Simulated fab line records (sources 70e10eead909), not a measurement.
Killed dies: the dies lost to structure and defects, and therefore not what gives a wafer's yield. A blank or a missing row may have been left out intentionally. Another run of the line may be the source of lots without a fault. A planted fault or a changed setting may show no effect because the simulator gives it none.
Chamber matching ; flow nand-harc ; ald-hk-02 running NHARC_A_STAIRCASE_ALD_420: 4 sister chambers
The step deposits SiO2, target thk 20 nm, pulse time 6 s, ald cycles 200. 8 wafers are shown with their chamber, then 12 later ones without.

## WAFERS WITH THEIR CHAMBER
wafer;chamber;heater-power-w (W);heater-power-outer-w (W)
L081.3;1;486;269
L084.4;3;471;264
L086.3;0;527;288
L086.4;1;497;265
L086.6;2;477;287
L087.2;0;541;304
L087.5;2;494;285
L087.6;3;466;267

## WAFERS WITHOUT THEIR CHAMBER
wafer;heater-power-w (W);heater-power-outer-w (W)
L089.1;502;271
L089.3;516;288
L089.6;518;285
L090.3;496;276
L090.4;488;285
L090.5;533;277
L092.1;449;255
L092.3;483;295
L092.6;503;279
L093.3;501;279
L093.4;504;302
L093.5;488;289

## THE CHAMBER EACH PASSED THROUGH
wafer;from the rows above;in truth
L089.1;can't be placed: 1 or 2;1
L089.3;can't be placed: 0 or 2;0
L089.6;can't be placed: 0 or 2 or 1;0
L090.3;can't be placed: 1 or 2 or 3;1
L090.4;2;2
L090.5;can't be placed: 0 or 1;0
L092.1;3;3
L092.3;2;2
L092.6;can't be placed: 2 or 1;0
L093.3;can't be placed: 2 or 1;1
L093.4;can't be placed: 2 or 0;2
L093.5;2;2
4 of 12 placed correctly. Can't be placed from these rows: 8 (the true chamber is among the candidates in 7). 0 placed wrongly.
How it was worked out, from the rows above alone: a wafer's distance from a chamber is the root of the sum, over the readings, of the square of ((its reading less the chamber's mean) divided by the reading's scatter). If the next closest chamber is less than 2 further off than the closest, the wafer can't be placed; otherwise it belongs to the closest. A chamber's mean is the mean of its shown wafers. The scatter: take each reading less its chamber's mean, square it, sum over the shown wafers, divide by the number of wafers less the number of chambers, and take the root.
